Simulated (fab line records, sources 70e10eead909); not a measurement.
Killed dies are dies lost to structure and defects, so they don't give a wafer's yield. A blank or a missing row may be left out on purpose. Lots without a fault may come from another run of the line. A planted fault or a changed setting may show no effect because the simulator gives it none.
fab line records | flow nand_harc
record lots=6 wafers=18 last_day=32
route steps=1302 shown A_WL_FILL@953 END@1302
lots that met no fault: from a run of the same line without faults
start_h: hours from the record's first day to the start of the lot's first wafer shown | wait_h: hours since the lot's step before | " the same as in the row above | L1.1+2: a row that stands for several wafers | - no value, or no start given | * or withheld: withheld | < > ~ a bound
route shown NAME@n: a module of which the file shows steps, and the number in the route of the first | usual: mean/standard deviation of fault-free wafers | same: alike in all rows | chamber/n: place in a boat | sites: the reading at each site | _std_site: their standard deviation | _edge_site: outer sites' mean less inner sites' | radius_mm: how far each site lies from the wafer's centre | mask NAME#n: copy n | behind: the tool/chamber that last shaped the wafer | hold: why the lot was held/for how many hours/how that ended | device: the transistor (n, p or np) that didn't switch | end of line: the same wafers' tests at the end of the route | a step without rows: its recipe alone | killed: dies lost to structure and defects at the first sort, not the wafer's yield | map: a wafer's dies, x killed, . not, _ none there
set.NAME: the setting as run; set.NAME@STEP: as run at that earlier step | model.NAME: the simulator's own value behind a step, which no gauge read
lots at some steps of the route; a table a step, a row a wafer
services: from which hour (start_h, from the record's first day; less than 0 if before it) a tool's chamber was out of use, for how many hours, and why
## steps
# step NHARC_A_WL_FILL_RTA_01
# recipe temp_c=1000 time_s=5
# step NHARC_A_WL_FILL_ALD_02
# recipe target_thk_a=20 pulse_time_s=3 ald_cycles=100 temp_c=450 material=TiN
# usual heater_power_w=1047/140 precursor_pulse_height_rel=1.001/0.019 susceptor_temp_C=450.00/0.21
# columns lot.wafer tool chamber start_h wait_h heater_power_w precursor_pulse_height_rel susceptor_temp_C
L890.3 ald_metal-02 3 569.56 0.2 1389 0.988 449.95
L890.4 " 1 " " 921 1.008 450.18
L890.5 " 2 " " 938 0.964 449.82
L893.4 ald_metal-02 1 577.71 0.1 925 0.985 450.28
L893.3 " 3 " " 1357 0.988 449.86
L893.6 " 1 " " 933 1.000 450.20
L897.2 ald_metal-01 3 608.51 0.3 1033 0.985 450.04
L897.6 " 0 " " 985 0.984 449.91
L897.5 " 1 " " 1182 1.023 449.76
L895.2 ald_metal-04 3 612.27 0.2 928 0.971 450.06
L895.5 " 1 " " 925 1.008 449.72
L895.6 " 2 " " 1140 1.007 449.85
L902.2 ald_metal-01 3 673.70 0.2 1045 1.010 450.16
L902.6 " 2 " " 1167 0.939 449.90
L902.5 " 3 " " 1060 1.002 449.92
L901.3 ald_metal-04 0 673.82 0.2 982 1.018 449.72
L901.2 " 1 " " 912 0.991 449.90
L901.6 " 2 " " 1183 0.996 450.28
# step NHARC_A_WL_FILL_CVD_03
# recipe target_thk_a=400 temp_c=300 pressure_torr=40 wf6_flow_sccm=40 h2_flow_sccm=1600 ar_flow_sccm=1560 time_s=279 material=W
# step NHARC_A_WL_FILL_ETCHBACK_04
# recipe target_depth_a=600 time_s=120 chemistry=NF3
# usual drypump_motor_current_A=5.49/0.29 oes_product_au=1.001/0.013
# same time_s=120
# columns lot.wafer tool chamber start_h wait_h drypump_motor_current_A oes_product_au rf_hours_counter_h
L890.3 rie_metal-02 1 570.42 0.3 5.43 1.015 -
L890.4 " 0 " " 5.97 1.021 -
L890.5 " 1 " " 5.42 1.006 -
L893.3 rie_metal-03 1 578.55 0.2 5.21 1.005 -
L893.4 " 0 " " 5.61 0.978 -
L893.6 " 1 " " 5.21 0.994 -
L897.2 rie_metal-03 1 609.21 0.3 5.22 0.998 1.5
L897.6 " 1 " " 5.22 1.005 -
L897.5 " 0 " " 5.62 0.995 -
L895.2 rie_metal-01 1 613.04 0.4 5.71 0.988 0.7
L895.6 " 0 " " 5.14 0.986 -
L895.5 " 1 " " 5.72 0.990 -
L902.2 rie_metal-01 1 674.47 0.3 5.73 0.987 1.9
L902.6 " 1 " " 5.72 0.990 -
L902.5 " 0 " " 5.14 0.995 -
L901.2 rie_metal-02 1 674.62 0.3 5.43 1.017 -
L901.3 " 1 " " 5.43 1.009 -
L901.6 " 1 " " 5.44 0.999 -
# step NHARC_A_WL_FILL_ETCHBACK_05
# recipe target_depth_a=220 time_s=60 temp_c=40 chemistry=Cl2/BCl3
# usual drypump_motor_current_A=5.50/0.29 oes_product_au=1.001/0.013
# same time_s=60
# columns lot.wafer tool chamber start_h wait_h drypump_motor_current_A oes_product_au rf_hours_counter_h
L890.3 rie_metal-02 0 570.62 0.2 5.92 1.009 -
L890.4 " 1 " " 5.44 1.002 -
L890.5 " 1 " " 5.42 1.010 -
L893.3 rie_metal-03 0 578.75 0.2 5.59 0.986 -
L893.4 " 1 " " 5.22 0.999 -
L893.6 " 0 " " 5.59 0.988 -
L897.2 rie_metal-03 1 609.46 0.2 5.20 1.005 1.6
L897.6 " 0 " " 5.62 0.986 -
L897.5 " 1 " " 5.21 0.997 -
L895.2 rie_metal-01 1 613.25 0.2 5.74 0.993 0.8
L895.6 " 1 " " 5.74 0.997 -
L895.5 " 0 " " 5.14 0.985 -
L902.2 rie_metal-01 0 674.72 0.2 5.13 0.987 2.0
L902.6 " 0 " " 5.14 0.994 -
L902.5 " 1 " " 5.73 0.996 -
L901.2 rie_metal-02 1 675.02 0.3 5.43 1.009 -
L901.3 " 1 " " 5.43 1.008 -
L901.6 " 1 " " 5.44 1.019 -
# step NHARC_A_WL_FILL_STRIP_27
# recipe power_w=1500 temp_c=250 time_s=20 chemistry=N2/H2
# usual drypump_motor_current_A=5.89/0.23 heater_power_w=297/28
# same time_s=20
# columns lot.wafer tool chamber start_h wait_h drypump_motor_current_A heater_power_w rf_hours_counter_h
L890.3 plasma_asher-02 0 570.78 0.1 6.19 269 -
L890.4 " 1 " " 5.72 295 -
L890.5 " 0 " " 6.17 273 -
L893.4 plasma_asher-02 1 578.91 0.1 5.74 291 -
L893.3 " 0 " " 6.19 271 -
L893.6 " 1 " " 5.73 288 -
L897.2 plasma_asher-01 0 609.64 0.2 5.88 293 16
L897.6 " 0 " " 5.85 290 -
L897.5 " 1 " " 5.59 358 -
L895.2 plasma_asher-02 0 613.39 0.1 6.20 273 0
L895.6 " 0 " " 6.22 269 -
L895.5 " 1 " " 5.73 298 -
L902.2 plasma_asher-01 1 674.88 0.1 5.60 353 31
L902.5 " 0 " " 5.91 295 -
L902.6 " 1 " " 5.60 346 -
L901.2 plasma_asher-02 1 675.22 0.2 5.74 290 15
L901.3 " 1 " " 5.75 293 -
L901.6 " 1 " " 5.74 297 -
# step NHARC_A_WL_FILL_STRIP_28
# recipe time_s=1200 temp_c=72.5 chemistry=post_etch_residue_remover
# step NHARC_A_WL_FILL_PRECLEAN_06
# recipe time_s=300 chemistry=DIW
# step NHARC_A_WL_FILL_SRD_07
# step NHARC_A_WL_FILL_ANNEAL_08
# recipe temp_c=450 time_s=1800
# step NHARC_A_WL_FILL_ALD_10
# recipe target_thk_a=500 pulse_time_s=10 ald_cycles=500 temp_c=300 material=SiO2
# usual heater_power_w=479/40 precursor_pulse_height_rel=0.999/0.021 susceptor_temp_C=300.00/0.19
# columns lot.wafer tool chamber start_h wait_h heater_power_w precursor_pulse_height_rel susceptor_temp_C
L890.3 ald_hk-01 3 578.14 4.2 419 1.007 299.95
L890.4 " 0 " " 468 1.000 300.04
L890.5 " 2 579.69 5.7 463 1.011 300.04
L893.4 ald_hk-01 3 584.14 0.1 433 1.026 300.10
L893.3 " 2 585.70 1.6 459 1.001 299.91
L893.6 " 3 " " 433 1.024 300.08
L897.2 ald_hk-01 2 615.57 1.1 408 0.985 282.83
L897.5 " 0 616.60 2.1 412 1.029 283.41
L897.6 " 1 " " 454 0.978 282.83
L895.2 ald_hk-01 3 622.14 1.1 373 0.990 283.33
L895.6 " 1 623.18 2.1 459 0.965 283.00
L895.5 " 2 " " 416 1.027 282.97
L901.3 ald_hk-02 2 680.77 0.6 452 1.013 300.06
L901.2 " 0 681.80 1.6 585 0.998 299.72
L901.6 " 1 " " 542 1.003 300.12
L902.2 ald_hk-03 2 681.29 1.1 518 0.962 299.94
L902.6 " 0 682.32 2.1 484 0.985 299.83
L902.5 " 1 " " 433 1.009 299.75
# step NHARC_A_WL_FILL_ETCHBACK_16
# recipe target_depth_a=1200 time_s=24 c4f8_flow_sccm=withheld o2_flow_sccm=8 ar_flow_sccm=withheld rf_w=600 bias_w=800 chemistry=C4F8/O2/Ar
# usual oes_product_au=0.994/0.021 rf_vpp_V=723/3.8
# same time_s=24
# columns lot.wafer tool chamber start_h wait_h oes_product_au rf_hours_counter_h rf_vpp_V
L890.3 rie_diel-04 1 - - 1.002 2.2 722
L890.4 " 2 " " 1.005 2.0 725
L890.5 " 1 " " 1.008 - 721
L893.4 rie_diel-13 0 - - 0.977 1.6 718
L893.3 " 1 " " 0.977 1.7 729
L893.6 " 3 " " 0.954 - 719
L897.2 rie_diel-13 0 - - 0.999 3.1 718
L897.5 " 1 " " 0.994 - 731
L897.6 " 2 " " 1.001 - 726
L895.2 rie_diel-04 2 - - 1.004 5.1 726
L895.6 " 0 " " 1.003 - 720
L895.5 " 1 " " 1.006 - 721
L901.3 rie_diel-04 0 - - 1.003 7.4 721
L901.2 " 3 " " 0.992 7.4 722
L901.6 " 0 " " 1.000 - 722
L902.2 rie_diel-05 3 - - 1.008 3.2 724
L902.5 " 3 " " 1.007 - 725
L902.6 " 0 " " 1.008 - 719
# step NHARC_END_SORT_01
# recipe temp_c=25
# usual killed_at_array=59/21 killed_at_other=1.0/1.1 killed_at_periphery=4.0/2.6 killed_dies=64/21 killed_open=3.2/1.7 killed_short=2.5/1.5
# same gross_dies=677
# columns lot.wafer tool chamber start_h wait_h killed_at_array killed_at_other killed_at_periphery killed_dies killed_open killed_short
L890.3 prober-02 0 664.95 3.1 45 1 8 54 2 1
L890.4 prober-02 0 665.76 3.4 52 1 3 56 2 4
L890.5 prober-02 0 666.57 3.7 48 1 5 54 3 2
L897.2 prober-02 0 706.47 2.8 66 1 7 74 4 5
L897.5 prober-02 0 708.92 3.8 51 2 2 55 2 1
L897.6 prober-02 0 709.73 4.1 51 1 0 52 7 2
L895.2 prober-01 0 713.67 2.8 57 1 2 60 3 0
L895.5 prober-01 0 716.10 3.7 66 0 5 71 4 5
L895.6 prober-01 0 716.91 4.1 59 0 1 60 2 2
L901.2 prober-02 0 774.98 2.8 44 4 2 50 1 0
L901.3 prober-02 0 775.78 3.1 48 2 2 52 2 0
L901.6 prober-02 0 778.19 4.0 50 1 5 56 1 6
L902.2 prober-01 0 774.98 2.8 58 1 6 65 7 4
L902.5 prober-01 0 777.37 3.7 56 3 3 62 2 5
L902.6 prober-01 0 778.17 4.0 61 0 6 67 6 2
# killed by level:class
L890.3 A_CHANNEL_HOLE_D1:chamber_film_flake=26 P_GATE:chamber_film_flake=7 A_CONTACT:chamber_film_flake=5 A_STAIRCASE:chamber_film_flake=4 A_SLIT:chamber_film_flake=4 A_CHANNEL_FILL_D1:chamber_film_flake=2 P_M1:geometric_particle:open=1 A_CHANNEL_FILL_D1:geometric_particle:open=1
L890.4 A_CHANNEL_HOLE_D1:chamber_film_flake=33 A_STAIRCASE:chamber_film_flake=4 A_CONTACT:chamber_film_flake=4 A_SLIT:chamber_film_flake=3 A_CHANNEL_FILL_D2:geometric_particle:short=2 P_GATE:chamber_film_flake=2 A_CHANNEL_FILL_D2:chamber_film_flake=2 A_DECK1_JOINT:geometric_particle:short=1
L890.5 A_CHANNEL_HOLE_D1:chamber_film_flake=35 A_SLIT:chamber_film_flake=4 P_GATE:chamber_film_flake=3 A_CHANNEL_FILL_D2:chamber_film_flake=3 P_M0:geometric_particle:open=1 P_M1:geometric_particle:short=1 A_ONON_D1:geometric_particle:short=1 A_ONON_D2:geometric_particle:open=1
L897.2 A_CHANNEL_HOLE_D1:chamber_film_flake=29 A_SLIT:chamber_film_flake=7 A_STAIRCASE:chamber_film_flake=5 A_DECK1_JOINT:chamber_film_flake=5 A_CONTACT:chamber_film_flake=5 A_CHANNEL_HOLE_D2:chamber_film_flake=4 P_STI:chamber_film_flake=3 A_M1:chamber_film_flake=3
L897.5 A_CHANNEL_HOLE_D1:chamber_film_flake=31 A_CONTACT:chamber_film_flake=6 A_STAIRCASE:chamber_film_flake=4 A_SLIT:chamber_film_flake=3 THIN_TSV:chamber_film_flake=2 A_WL_FILL:chamber_film_flake=2 P_CONTACT:geometric_particle:open=1 A_SOURCE_PLATE:geometric_particle:short=1
L897.6 A_CHANNEL_HOLE_D1:chamber_film_flake=29 A_STAIRCASE:chamber_film_flake=4 A_CONTACT:chamber_film_flake=4 A_CONTACT:geometric_particle:open=2 A_M1:chamber_film_flake=2 A_SOURCE_PLATE:geometric_particle:open=1 A_ONON_D1:geometric_particle:short=1 A_CHANNEL_FILL_D1:geometric_particle:open=1
L895.2 A_CHANNEL_HOLE_D1:chamber_film_flake=32 A_CONTACT:chamber_film_flake=11 A_SLIT:chamber_film_flake=3 A_CONTACT:geometric_particle:open=2 P_ZERO_WELL:chamber_film_flake=2 A_ZERO_WELL:chamber_film_flake=2 A_CHANNEL_HOLE_D2:chamber_film_flake=2 A_M1:chamber_film_flake=2
L895.5 A_CHANNEL_HOLE_D1:chamber_film_flake=34 A_CHANNEL_HOLE_D2:chamber_film_flake=7 A_STAIRCASE:chamber_film_flake=6 A_CONTACT:chamber_film_flake=4 A_WL_FILL:chamber_film_flake=3 A_CHANNEL_HOLE_D2:geometric_particle:short=2 P_ZERO_WELL:chamber_film_flake=2 A_CHANNEL_FILL_D1:chamber_film_flake=2
L895.6 A_CHANNEL_HOLE_D1:chamber_film_flake=33 A_CONTACT:chamber_film_flake=8 A_SLIT:chamber_film_flake=5 A_WL_FILL:chamber_film_flake=3 A_CHANNEL_HOLE_D2:chamber_film_flake=2 A_STAIRCASE:chamber_film_flake=2 P_M1:geometric_particle:short=1 A_SOURCE_PLATE:geometric_particle:short=1
L901.2 A_SLIT:chamber_film_flake=32 A_STAIRCASE:chamber_film_flake=4 THIN_TSV:chamber_film_flake=4 A_CONTACT:chamber_film_flake=3 P_M0:chamber_film_flake=2 A_CHANNEL_FILL_D1:chamber_film_flake=1 A_CONTACT:geometric_particle:open=1 A_ZERO_WELL:chamber_film_flake=1
L902.2 A_CHANNEL_HOLE_D2:chamber_film_flake=31 A_CHANNEL_HOLE_D1:chamber_film_flake=6 A_CONTACT:chamber_film_flake=5 A_SLIT:chamber_film_flake=4 P_GATE:chamber_film_flake=3 A_ONON_D2:geometric_particle:open=2 A_CHANNEL_FILL_D2:geometric_particle:open=2 A_STAIRCASE:chamber_film_flake=2
L901.3 A_SLIT:chamber_film_flake=36 A_CONTACT:chamber_film_flake=5 A_CHANNEL_HOLE_D2:chamber_film_flake=2 A_STAIRCASE:chamber_film_flake=2 THIN_TSV:chamber_film_flake=2 A_SOURCE_PLATE:geometric_particle:open=1 A_ONON_D1:geometric_particle:open=1 P_ZERO_WELL:chamber_film_flake=1
L902.5 A_CHANNEL_HOLE_D2:chamber_film_flake=18 A_CHANNEL_HOLE_D1:chamber_film_flake=13 A_SLIT:chamber_film_flake=10 A_STAIRCASE:chamber_film_flake=4 A_CONTACT:chamber_film_flake=4 THIN_TSV:chamber_film_flake=3 A_CHANNEL_FILL_D2:geometric_particle:open=2 P_M0:geometric_particle:short=1
L902.6 A_CHANNEL_HOLE_D2:chamber_film_flake=35 A_CHANNEL_HOLE_D1:chamber_film_flake=7 A_SLIT:chamber_film_flake=7 P_GATE:chamber_film_flake=4 A_ONON_D1:geometric_particle:open=3 A_STAIRCASE:chamber_film_flake=2 A_CONTACT:chamber_film_flake=2 P_GATE:geometric_particle:open=1
L901.6 A_SLIT:chamber_film_flake=33 A_CHANNEL_HOLE_D1:chamber_film_flake=3 A_CONTACT:chamber_film_flake=3 A_WL_FILL:geometric_particle:short=2 P_GATE:chamber_film_flake=2 P_M0:chamber_film_flake=2 A_CHANNEL_FILL_D1:chamber_film_flake=2 P_CONTACT:geometric_particle:short=1
## services
# columns tool chamber start_h hours kind
ald_metal-04 - 549.62 0.7 repair
rie_diel-05 - 552.49 0.4 repair
rie_diel-04 - 554.37 0.3 repair
ald_hk-03 - 558.96 0.7 repair
ald_hk-03 - 568.19 10.0 pm
rie_metal-03 - 571.65 0.6 repair
rie_metal-01 - 575.00 9.0 pm
rie_metal-01 0 575.00 9.0 vent_cycle
rie_diel-05 - 583.60 9.0 pm
ald_metal-01 0 587.41 4.5 repair
plasma_asher-01 - 600.34 0.9 repair
plasma_asher-02 - 603.13 9.0 pm
rie_metal-02 - 603.92 1.2 repair
ald_metal-02 - 610.00 10.0 pm
rie_diel-05 3 621.43 4.0 repair
rie_metal-02 0 625.90 4.5 repair
rie_metal-01 - 627.83 0.1 repair
rie_metal-02 - 631.00 9.0 pm
ald_metal-02 0 639.41 14.5 repair
ald_metal-04 - 652.00 10.0 pm
ald_hk-01 - 652.80 10.0 pm
rie_diel-04 - 666.44 12.7 repair
rie_metal-02 0 666.97 12.0 repair
rie_diel-13 1 669.50 8.3 repair
## key
first_sign step=NHARC_A_WL_FILL_ALD_10 reading=susceptor_temp_C direction=down sigmas=88 usual=* struck=*
effect step=NHARC_A_WL_FILL_ALD_10 reading=heater_power_w direction=down sigmas=1.5 usual=* struck=*
met_at NHARC_A_WL_FILL_ALD_10
struck_wafers L895.2,L895.5,L895.6,L897.2,L897.5,L897.6
tester_left_out L895,L897
onset_between 584.14 615.57
fault kind=process_parameter_drift tool=ald_hk-01 chamber=- onset_h=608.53 steps=NHARC_A_WL_FILL_ALD_10 channel=temp_c offset=* shape=step end_h=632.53 acts_in=* stated=*
# tester_left_out: of these lots the tester's yield and bins aren't shown, on N5 and GAA mostly nor the transistor test; their killed dies are dies lost to structure and defects alone, not to doping, threshold or leakage, so they don't give the yield
